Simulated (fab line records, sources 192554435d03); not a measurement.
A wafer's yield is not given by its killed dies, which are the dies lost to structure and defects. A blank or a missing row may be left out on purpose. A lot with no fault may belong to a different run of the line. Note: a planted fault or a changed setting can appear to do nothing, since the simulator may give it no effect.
fab line records	flow n5_finfet
record: lots: 6	wafers: 16	last_day: 18
route steps=1938 shown SDB@356 BEOL_M4@1111 PASSIVATION@1936
lots that met no fault: taken from a fault-free run of the same line
start_h: hours from the record's first day to the start of the lot's first wafer shown	wait_h: hours since the lot's step before	" repeats the value in the row above	L1.1+2: a row that stands for several wafers	- either no value or no given start	* or withheld: withheld	< > ~ a bound
route shown NAME@n: NAME is a module with steps in the file, n the number in the route of the first one	usual: mean and standard deviation over wafers with no fault	same: alike in all rows	chamber/n: place in a boat	sites: per-site readings	_std_site: the standard deviation of these	_edge_site: outer sites' mean less inner sites'	radius_mm: how far each site lies from the wafer's centre	mask NAME#n: copy n	behind: tool/chamber where the wafer was last shaped	hold: reason for holding the lot/hours on hold/outcome of the hold	device: which transistor (n, p or np) failed to switch	end of line: tests run on the same wafers once the route is complete	step lacking rows: just its recipe	killed: at the first sort, the dies lost to defects and structure; wafer yield is something else	map: per-die view of a wafer (x killed, . not killed, _ where there is no die)
set.NAME: the setting as run; set.NAME@STEP: as run at that earlier step	model.NAME: the simulator's own value behind a step, which no gauge read
lots at some steps of the route; a table a step, a row a wafer
services: when a tool's chamber went out of use (start_h, in hours from the record's first day, below 0 if earlier), for how many hours, and the reason
== steps ==
step: N5_SDB_CD_MEAS_11
recipe: target_cd_nm: 50	landing_energy_ev: 500	detector: se_inlens	polarity: opening
usual: cd_nm: 49.5/1.1
lot.wafer	tool	chamber	start_h	wait_h	cd_nm
L771.2	cd_sem-03	0	78.88	-	49.1
L771.4	"	0	"	"	49.3
L771.5	"	0	"	"	50.4
L772.2	cd_sem-03	0	88.15	-	46.7
L772.4	"	0	"	"	48.9
L772.5	"	0	"	"	47.8
L782.2	cd_sem-01	0	150.53	-	49.6
L782.4	"	0	"	"	48.9
L782.5	"	0	"	"	48.7
L783.2	cd_sem-03	0	152.64	-	49.7
L783.6	"	0	"	"	50.2
L786.2	cd_sem-01	0	170.33	-	49.1
L786.3	"	0	"	"	49.0
L792.1	cd_sem-02	0	206.91	-	49.7
L792.3	"	0	"	"	48.3
L792.6	"	0	"	"	49.9
step: N5_SDB_OVL_MEAS_12
recipe: points_per_wafer: 44
usual: SDB_OVL: -0.2/0.63
lot.wafer	tool	chamber	start_h	wait_h	SDB_OVL[nm]
L771.2	overlay-02	0	78.91	0.0	-1.8
L771.4	"	0	"	"	-0.8
L771.5	"	0	"	"	-0.9
L772.2	overlay-02	0	88.19	0.0	-0.2
L772.4	"	0	"	"	0.8
L772.5	"	0	"	"	0.7
L782.2	overlay-01	0	150.56	0.0	-0.1
L782.4	"	0	"	"	-0.7
L782.5	"	0	"	"	0.7
L783.2	overlay-02	0	152.67	0.0	-1.3
L783.6	"	0	"	"	0.2
L786.2	overlay-02	0	170.36	0.0	-0.4
L786.3	"	0	"	"	-0.9
L792.1	overlay-01	0	206.94	0.0	0.5
L792.3	"	0	"	"	-0.7
L792.6	"	0	"	"	-0.8
step: N5_SDB_INSPECT_13
recipe: mode: adi	inspect_instrument: brightfield
usual: raw_defect_count: 84/42
lot.wafer	tool	chamber	start_h	wait_h	raw_defect_count
L771.2	defect_inspect-02	-	78.94	0.0	58
L771.4	"	-	"	"	52
L771.5	"	-	"	"	33
L772.2	defect_inspect-01	-	88.21	0.0	196
L772.4	"	-	"	"	187
L772.5	"	-	"	"	139
L782.2	defect_inspect-02	-	150.58	0.0	80
L782.4	"	-	"	"	56
L782.5	"	-	"	"	74
L783.2	defect_inspect-01	-	152.69	0.0	61
L783.6	"	-	"	"	45
L786.2	defect_inspect-01	-	170.38	0.0	78
L786.3	"	-	"	"	82
L792.1	defect_inspect-01	-	206.96	0.0	29
L792.3	"	-	"	"	45
L792.6	"	-	"	"	37
step: N5_SDB_DESCUM_16
recipe: chemistry: O2	time_s: 7.9	source_power_w: 50	bias_power_w: 20	pressure_mtorr: 20	rf_frequency_hz: 2.712e+07	temp_c: 40	resist: CAR-ArF	o2_flow_sccm: 225
usual: drypump_motor_current_A: 5.5/0.54	oes_product_au: 0.82/0.068	rf_fwd_power_W: 49.49/0.27	rf_vpp_V: 243.8/1.5	showerhead_plenum_p_Torr: 2.14/0.07	throttle_valve_pct: 20.50/0.21
same: time_s: 7.9
lot.wafer	tool	chamber	start_h	wait_h	drypump_motor_current_A	oes_product_au	rf_fwd_power_W	rf_hours_counter_h	rf_vpp_V	showerhead_plenum_p_Torr	throttle_valve_pct
L771.2	rie_diel-01	0	79.28	0.3	6.4	0.87	49.77	59	243.2	2.11	20.09
L771.4	"	2	"	"	5.0	0.75	49.69	-	245.4	2.20	20.72
L771.5	"	3	"	"	5.3	0.74	49.00	-	245.0	2.17	20.28
L772.2	rie_diel-01	0	89.26	1.0	6.4	0.86	49.70	63	243.3	2.11	20.12
L772.4	"	3	"	"	5.3	0.74	49.09	158	243.3	2.16	20.25
L772.5	"	2	"	"	4.9	0.75	49.72	-	244.5	2.20	20.72
L782.2	rie_diel-03	3	150.62	0.0	6.3	0.69	49.65	227	240.3	2.00	20.79
L782.4	"	2	"	"	5.3	0.76	49.79	108	241.8	2.12	20.87
L782.5	"	0	"	"	5.7	0.76	49.78	-	245.2	2.18	20.44
L783.2	rie_diel-03	2	152.72	0.0	5.3	0.77	49.64	108	244.2	2.12	20.88
L783.6	"	2	"	"	5.3	0.77	49.45	-	243.0	2.12	20.89
L786.2	rie_diel-05	1	170.42	0.0	5.6	0.84	49.77	67	242.9	2.04	20.44
L786.3	"	3	"	"	4.6	0.85	48.97	61	245.1	2.22	20.52
L792.1	rie_diel-05	0	207.29	0.3	6.2	0.84	49.50	85	241.8	2.05	20.79
L792.3	"	3	"	"	4.6	0.84	49.33	74	248.3	2.21	20.55
L792.6	"	3	"	"	4.6	0.83	49.32	-	246.4	2.21	20.55
step: N5_SDB_ETCH_17
recipe: chemistry: CF4	target: SiARC	target_depth_a: 234	mask_material: CAR-ArF	time_s: 39	ion_energy_ev: 80	pressure_mtorr: 40	source_w: 545	bias_w: 36	Ar_flow_sccm: 100	cf4_flow_sccm: 100	ends: cleared
step: N5_SDB_ETCH_18
recipe: chemistry: N2/H2	target: SOC	target_depth_a: 1000	overetch_a: 200	mask_material: SiARC	temp_c: 40	time_s: 150	ion_energy_ev: 200	pressure_mtorr: 30	source_w: 840	bias_w: 150	n2_flow_sccm: 200	h2_flow_sccm: 200
usual: drypump_motor_current_A: 5.5/0.54	n2_flow_sccm: 200.0/0.54	oes_product_au: 0.73/0.054	rf_fwd_power_W: 838.0/2.5	rf_vpp_V: 525.3/2.6	showerhead_plenum_p_Torr: 2.60/0.088	throttle_valve_pct: 17.88/0.11
same: time_s: 150
lot.wafer	tool	chamber	start_h	wait_h	drypump_motor_current_A	n2_flow_sccm	oes_product_au	rf_fwd_power_W	rf_hours_counter_h	rf_vpp_V	showerhead_plenum_p_Torr	throttle_valve_pct
L771.2	rie_diel-01	0	79.36	0.0	6.4	199.1	0.76	835.3	59	525.0	2.60	17.72
L771.4	"	2	"	"	5.0	200.3	0.68	835.4	-	526.9	2.63	17.88
L771.5	"	3	"	"	5.4	199.5	0.66	837.3	-	526.7	2.65	17.78
L772.2	rie_diel-01	0	89.33	0.0	6.4	200.1	0.76	838.6	63	525.9	2.60	17.74
L772.4	"	3	"	"	5.3	200.6	0.66	838.3	158	526.2	2.64	17.79
L772.5	"	2	"	"	5.0	200.1	0.68	839.2	-	526.6	2.63	17.88
L782.2	rie_diel-03	3	150.69	0.0	6.4	198.9	0.62	836.3	227	520.7	2.42	18.14
L782.4	"	2	"	"	5.3	200.1	0.70	838.9	108	525.4	2.55	18.03
L782.5	"	0	"	"	5.7	200.3	0.68	843.9	-	527.7	2.67	17.94
L783.2	rie_diel-03	2	152.79	0.0	5.3	200.4	0.70	839.4	108	523.2	2.55	18.02
L783.6	"	2	"	"	5.3	200.3	0.70	838.3	-	524.2	2.55	18.01
L786.2	rie_diel-05	1	170.49	0.0	5.7	199.8	0.75	840.3	67	522.5	2.48	17.96
L786.3	"	3	"	"	4.6	200.6	0.75	839.0	61	527.5	2.68	17.84
L792.1	rie_diel-05	0	207.36	0.0	6.2	201.0	0.74	837.7	85	521.7	2.46	17.93
L792.3	"	3	"	"	4.6	200.0	0.75	839.6	74	527.2	2.68	17.88
L792.6	"	3	"	"	4.6	199.6	0.75	835.7	-	527.3	2.68	17.86
step: N5_SDB_STRIP_19
recipe: chemistry: N2/H2	temp_c: 40	n2_flow_sccm: 200	h2_flow_sccm: 200	rf_frequency_hz: 6e+07
step: N5_SDB_STRIP_21
recipe: chemistry: CF4	resist: SiARC	power_w: 300	bias_power_w: 75	pressure_mtorr: 50	cf4_flow_sccm: 150	rf_frequency_hz: 6e+07
usual: drypump_motor_current_A: 5.5/0.54	oes_product_au: 0.81/0.06	rf_fwd_power_W: 293.1/1.3	rf_vpp_V: 272.0/1.5	showerhead_plenum_p_Torr: 1.83/0.062	throttle_valve_pct: 13.58/0.19
lot.wafer	tool	chamber	start_h	wait_h	drypump_motor_current_A	oes_product_au	rf_fwd_power_W	rf_hours_counter_h	rf_vpp_V	showerhead_plenum_p_Torr	throttle_valve_pct
L771.2	rie_diel-01	0	79.49	0.0	6.4	0.84	293.6	59	271.1	1.81	13.28
L771.4	"	2	"	"	4.9	0.75	293.7	-	273.3	1.87	13.80
L771.5	"	3	"	"	5.3	0.73	292.0	-	273.3	1.87	13.62
L772.2	rie_diel-01	0	89.47	0.0	6.3	0.83	294.5	63	271.3	1.81	13.28
L772.4	"	3	"	"	5.3	0.73	293.7	158	272.1	1.87	13.63
L772.5	"	2	"	"	4.9	0.75	295.8	-	271.4	1.86	13.81
L782.2	rie_diel-03	3	150.82	0.0	6.3	0.69	292.0	227	268.7	1.71	13.95
L782.4	"	2	"	"	5.3	0.77	292.4	108	272.0	1.81	13.81
L782.5	"	0	"	"	5.7	0.75	293.9	-	271.6	1.87	13.57
L783.2	rie_diel-03	2	152.93	0.0	5.3	0.78	292.5	108	271.9	1.81	13.82
L783.6	"	2	"	"	5.3	0.77	292.4	-	269.8	1.81	13.82
L786.2	rie_diel-05	1	170.63	0.0	5.6	0.84	293.8	68	268.8	1.74	13.44
L786.3	"	3	"	"	4.6	0.84	293.2	61	271.3	1.90	13.63
L792.1	rie_diel-05	0	207.50	0.0	6.2	0.81	291.4	85	270.2	1.73	13.66
L792.3	"	3	"	"	4.6	0.83	293.3	74	273.6	1.90	13.65
L792.6	"	3	"	"	4.6	0.82	291.6	-	272.3	1.90	13.64
step: N5_SDB_HM_OPEN_20
recipe: chemistry: CH3F/O2	target: SiNx	mask_material: SOC	target_depth_a: 240	stop_on: poly-Si	over_etch_frac: 0.4	ion_energy_ev: 120	pressure_mtorr: 30	source_w: 395	bias_w: 73	Ar_flow_sccm: 150	CH3F_flow_sccm: 30	O2_flow_sccm: 20
usual: drypump_motor_current_A: 5.5/0.54	oes_ar_750_au: 0.82/0.059	oes_product_au: 0.67/0.049	rf_fwd_power_W: 392.6/1.6	rf_vpp_V: 298/6.8	showerhead_plenum_p_Torr: 2.05/0.07	throttle_valve_pct: 16.38/0.18
lot.wafer	tool	chamber	start_h	wait_h	drypump_motor_current_A	oes_ar_750_au	oes_product_au	rf_fwd_power_W	rf_hours_counter_h	rf_vpp_V	showerhead_plenum_p_Torr	throttle_valve_pct
L771.2	rie_diel-01	0	79.51	0.0	6.4	0.84	0.70	392.1	59	300	2.03	16.09
L771.4	"	2	"	"	4.9	0.76	0.64	391.5	-	300	2.09	16.55
L771.5	"	3	"	"	5.3	0.75	0.60	391.5	-	303	2.09	16.35
L772.2	rie_diel-01	0	89.49	0.0	6.3	0.83	0.68	395.2	63	302	2.03	16.10
L772.4	"	3	"	"	5.3	0.74	0.61	390.6	158	305	2.09	16.34
L772.5	"	2	"	"	4.9	0.76	0.62	393.2	-	303	2.09	16.55
L782.2	rie_diel-03	3	150.84	0.0	6.4	0.71	0.57	392.3	227	286	1.92	16.77
L782.4	"	2	"	"	5.3	0.78	0.65	392.7	108	307	2.03	16.68
L782.5	"	0	"	"	5.7	0.78	0.63	394.7	-	299	2.08	16.30
L783.2	rie_diel-03	2	152.95	0.0	5.3	0.77	0.63	393.1	108	306	2.03	16.67
L783.6	"	2	"	"	5.3	0.77	0.65	392.9	-	306	2.03	16.68
L786.2	rie_diel-05	1	170.65	0.0	5.7	0.87	0.70	394.6	68	285	1.94	16.22
L786.3	"	3	"	"	4.6	0.84	0.69	390.4	61	299	2.12	16.41
L792.1	rie_diel-05	0	207.52	0.0	6.2	0.81	0.66	390.3	85	286	1.94	16.56
L792.3	"	3	"	"	4.6	0.82	0.67	391.4	74	298	2.12	16.42
L792.6	"	3	"	"	4.6	0.83	0.67	392.8	-	300	2.12	16.42
step: N5_SDB_STRIP_22
recipe: chemistry: N2/H2	power_w: 1000	temp_c: 250	h2_frac: 0.65	overash_fraction: 0.3	pressure_mtorr: withheld	n2_flow_sccm: 1750	h2_flow_sccm: 3250
usual: drypump_motor_current_A: 5.8/0.43	heater_power_w: 360/44	n2_flow_sccm: 1750/5.6	oes_product_au: 0.714/0.0038	strip_time_to_endpoint_s: 96.2/0.46
lot.wafer	tool	chamber	start_h	wait_h	drypump_motor_current_A	heater_power_w	n2_flow_sccm	oes_product_au	rf_hours_counter_h	strip_time_to_endpoint_s
L771.2	plasma_asher-02	0	79.60	0.1	6.3	396	1751	0.720	35	96.3
L771.4	"	0	"	"	6.3	397	1754	0.721	-	96.3
L771.5	"	0	"	"	6.3	389	1752	0.721	-	96.1
L772.2	plasma_asher-02	1	89.57	0.1	5.2	396	1758	0.711	36	96.0
L772.4	"	0	"	"	6.3	402	1751	0.712	-	95.6
L772.5	"	0	"	"	6.3	403	1753	0.713	-	95.7
L782.2	plasma_asher-01	0	150.93	0.1	5.7	294	1748	0.721	100	96.9
L782.4	"	1	"	"	6.0	356	1740	0.716	-	97.3
L782.5	"	1	"	"	6.0	338	1744	0.720	-	96.5
L783.2	plasma_asher-01	0	153.03	0.1	5.7	295	1757	0.720	101	97.0
L783.6	"	1	"	"	6.0	342	1740	0.711	-	96.8
L786.2	plasma_asher-01	1	170.73	0.1	6.0	348	1747	0.717	104	96.4
L786.3	"	0	"	"	5.7	293	1741	0.714	-	96.9
L792.1	plasma_asher-02	0	207.64	0.1	6.3	391	1748	0.707	67	96.4
L792.3	"	0	"	"	6.3	398	1753	0.719	-	96.9
L792.6	"	0	"	"	6.3	394	1756	0.711	-	96.6
step: N5_SDB_PRECLEAN_23
recipe: chemistry: dHF	time_s: 30	temp_c: 25	dilution: withheld
step: N5_SDB_DUMMY_REMOVE_24
recipe: chemistry: TMAH	temp_c: 70	target: poly-Si	stop_on: SiO2	target_depth_nm: 142	conc_wt_pct: 5	time_s: 57	dry: ipa_marangoni	rinse_time_s: 30	rinse_temp_c: 23
step: N5_SDB_ETCH_25
recipe: chemistry: C4F6/O2	target: SiO2	target_depth_a: 100	time_s: 3.3	ion_energy_ev: 250	mask_material: SiNx	pressure_mtorr: 30	source_w: 345	bias_w: 185	Ar_flow_sccm: 300	C4F6_flow_sccm: 10	O2_flow_sccm: 10
usual: drypump_motor_current_A: 5.6/0.51	oes_ar_750_au: 0.78/0.057	oes_product_au: 0.78/0.065	rf_fwd_power_W: 343.0/1.2	rf_vpp_V: 669/15	showerhead_plenum_p_Torr: 2.90/0.08	throttle_valve_pct: 21.28/0.22
lot.wafer	tool	chamber	start_h	wait_h	drypump_motor_current_A	oes_ar_750_au	oes_product_au	rf_fwd_power_W	rf_hours_counter_h	rf_vpp_V	showerhead_plenum_p_Torr	throttle_valve_pct	model.etch.depth_nm
L771.2	rie_diel-03	0	80.08	0.3	5.7	0.81	0.80	344.7	96	666	2.97	21.07	10.03
L771.4	"	3	"	"	6.3	0.74	0.72	342.6	-	639	2.75	21.54	9.886
L771.5	"	0	"	"	5.7	0.81	0.79	343.3	-	667	2.97	21.06	9.942
L772.2	rie_diel-01	0	91.15	1.4	6.4	0.83	0.84	342.1	64	677	2.89	20.93	9.91
L772.4	"	1	"	"	5.2	0.92	0.94	343.1	12	673	2.91	21.09	10.05
L772.5	"	0	"	"	6.4	0.83	0.84	343.4	-	678	2.89	20.93	9.885
L782.2	rie_diel-03	2	151.15	0.0	5.3	0.77	0.77	344.4	108	686	2.89	21.61	9.841
L782.4	"	0	"	"	5.7	0.78	0.77	344.6	134	665	2.95	21.13	10.13
L782.5	"	2	"	"	5.3	0.78	0.78	345.1	-	687	2.89	21.60	9.876
L783.2	rie_diel-01	0	153.25	0.0	6.4	0.80	0.82	-	91	677	2.87	20.97	7.401
L783.6	"	2	"	"	5.0	0.74	0.74	343.9	-	674	2.95	21.43	10.17
L786.2	rie_diel-01	3	170.95	0.0	5.3	0.72	0.72	-	184	682	2.96	21.21	7.339
L786.3	"	2	"	"	5.0	0.74	0.73	-	176	674	2.95	21.43	7.303
L792.1	rie_diel-03	2	208.20	0.4	5.3	0.75	0.76	343.8	129	685	2.88	21.64	9.885
L792.3	"	0	"	"	5.7	0.76	0.76	341.6	153	665	2.94	21.15	10.16
L792.6	"	0	"	"	5.6	0.76	0.75	341.5	-	664	2.94	21.16	10.14
step: N5_SDB_CUT_ETCH_26
recipe: chemistry: HBr/Cl2/O2	target: Si	target_depth_a: 1296	bt_time_s: 20	mask_material: SiNx	time_s: 51.8	ion_energy_ev: *	bias_w: *	pressure_mtorr: 10	icp_w: 800	HBr_flow_sccm: 150	Cl2_flow_sccm: 80	O2_flow_sccm: 12
step: N5_BEOL_M4_RC_MEAS_101
usual: DIBL_N: 37.1/1.8	DIBL_P: 37.2/2.1	IOFF_N: 0.17/0.033	IOFF_P: 0.22/0.037	ION_N: 680/11	ION_P: 464/7.7	SS_N: 71.7/0.63	SS_P: 73.6/0.67	VT_N: 248.9/2.9	VT_P: -251/3.6
lot.wafer	tool	chamber	start_h	wait_h	DIBL_N[mV/V]	DIBL_P[mV/V]	IOFF_N[nA/um]	IOFF_P[nA/um]	ION_N[uA/um]	ION_P[uA/um]	SS_N[mV/dec]	SS_P[mV/dec]	VT_N[mV]	VT_P[mV]
L771.2	prober-01	0	187.80	0.2	33.6	33.5	0.12	0.16	656	455	71.5	71.4	253.8	-255
L771.4	"	0	"	"	35.6	36.5	0.15	0.20	670	464	71.3	73.7	251.5	-251
L771.5	"	0	"	"	39.0	40.9	0.24	0.28	696	475	71.8	74.5	244.6	-247
L772.2	prober-02	0	191.09	0.2	35.8	35.6	0.14	0.17	672	452	71.5	72.8	250.0	-258
L772.4	"	0	"	"	36.4	37.6	0.15	0.20	678	461	71.6	74.2	250.5	-254
L772.5	"	0	"	"	35.3	36.2	0.14	0.18	678	466	71.3	73.3	249.9	-256
L783.2	prober-02	0	274.81	0.2	37.6	37.8	0.16	0.18	674	456	71.8	73.2	250.6	-256
L783.6	"	0	"	"	38.9	38.6	0.17	0.19	682	465	71.5	73.8	249.3	-255
L782.2	prober-02	0	283.78	0.2	38.0	37.7	0.16	0.22	670	459	71.0	74.2	251.2	-252
L782.4	"	0	"	"	32.7	31.5	0.09	0.14	676	462	69.8	71.9	257.7	-256
L782.5	"	0	"	"	36.9	36.3	0.15	0.20	698	474	71.0	72.8	252.1	-252
L786.2	prober-01	0	285.86	0.2	34.7	34.4	0.12	0.18	661	459	70.8	72.4	250.6	-252
L786.3	"	0	"	"	36.6	36.0	0.15	0.20	673	461	71.4	73.1	251.9	-249
L792.1	prober-02	0	325.62	0.0	34.8	33.9	0.14	0.20	671	460	71.2	72.7	249.8	-247
L792.3	"	0	"	"	37.9	36.6	0.20	0.23	695	469	72.3	73.9	245.1	-246
L792.6	"	0	"	"	36.0	35.7	0.17	0.22	675	466	71.3	72.6	247.3	-246
step: N5_PASSIVATION_PROBE_49
usual: defect_limited_yield: 91.7/1.5	killed_at_M0_to_M3: 32/10	killed_at_M4_up: 14/5.3	killed_at_contacts: 13/5.7	killed_at_front_end: 37/10	killed_at_other: 3.3/2.5	killed_dies: 98/18	killed_open: 65/13	killed_short: 31/7.5	sort_bin_5_function: 4.9/0.91	sort_bin_6_memory: 3.1/0.71	sort_n_pass: 1082/18	sort_yield_pct: 91.7/1.5
same: gross_dies: 1180	killed_at_back_side: 0	sort_bin_4_leakage[%]: 0	sort_bin_8_speed[%]: 0
lot.wafer	tool	chamber	start_h	wait_h	defect_limited_yield[%]	killed_at_M0_to_M3	killed_at_M4_up	killed_at_contacts	killed_at_front_end	killed_at_other	killed_dies	killed_open	killed_short	sort_bin_5_function[%]	sort_bin_6_memory[%]	sort_n_pass	sort_yield_pct[%]
L782.2	prober-02	-	377.32	0.1	93.3	27	7	10	35	0	79	50	24	4.1	2.2	1101	93.3
L782.5	prober-02	-	377.47	0.2	90.8	32	10	12	48	6	108	72	36	5.3	3.5	1072	90.8
killed by level:class
L782.2 BEOL_M2:geometric_particle:open=9 MOL_CONTACT_COAG:geometric_particle:open=8 FIN_SAQP:geometric_particle:short=6 FIN_SAQP:geometric_particle:open=5 DUMMY_GATE:geometric_particle:open=5 DUMMY_GATE:geometric_particle:short=5 ILD0:geometric_particle:open=3 BEOL_M0_SAQP:geometric_particle:open=3
L782.5 FIN_SAQP:geometric_particle:short=17 FIN_SAQP:geometric_particle:open=12 MOL_CONTACT_COAG:geometric_particle:open=12 BEOL_M2:geometric_particle:open=7 BEOL_M3:geometric_particle:open=7 BEOL_M0_SAQP:geometric_particle:short=6 BEOL_M4:geometric_particle:open=5 DUMMY_GATE:geometric_particle:open=4
== services ==
tool	chamber	start_h	hours	kind
rie_diel-01	-	73.72	1.2	repair
rie_diel-01	1	77.18	4.7	repair
plasma_asher-01	-	78.85	28.1	pm
rie_diel-01	3	100.79	8.7	repair
plasma_asher-02	-	122.28	3.3	repair
rie_diel-01	-	135.57	0.8	repair
plasma_asher-02	-	139.91	0.9	repair
rie_diel-05	1	148.75	2.2	repair
rie_diel-05	0	152.80	25.5	repair
rie_diel-05	1	160.48	5.4	repair
plasma_asher-01	-	162.20	3.4	repair
rie_diel-01	0	168.70	6.0	repair
== key ==
first_sign none at tools or gauges
model_effect: step: N5_SDB_ETCH_25	value: etch.depth_nm	without: 10.09	struck: 7.348
met_at N5_SDB_ETCH_25
struck_wafers L783.2,L786.2,L786.3
onset_between 91.15 153.25
fault: kind: process_parameter_drift	tool: rie_diel-01	chamber: -	onset_h: 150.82	steps: N5_SDB_ETCH_25	channel: time_s	offset: *	shape: step	end_h: 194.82	scope: struck_wafers_only	acts_in: *	stated: *
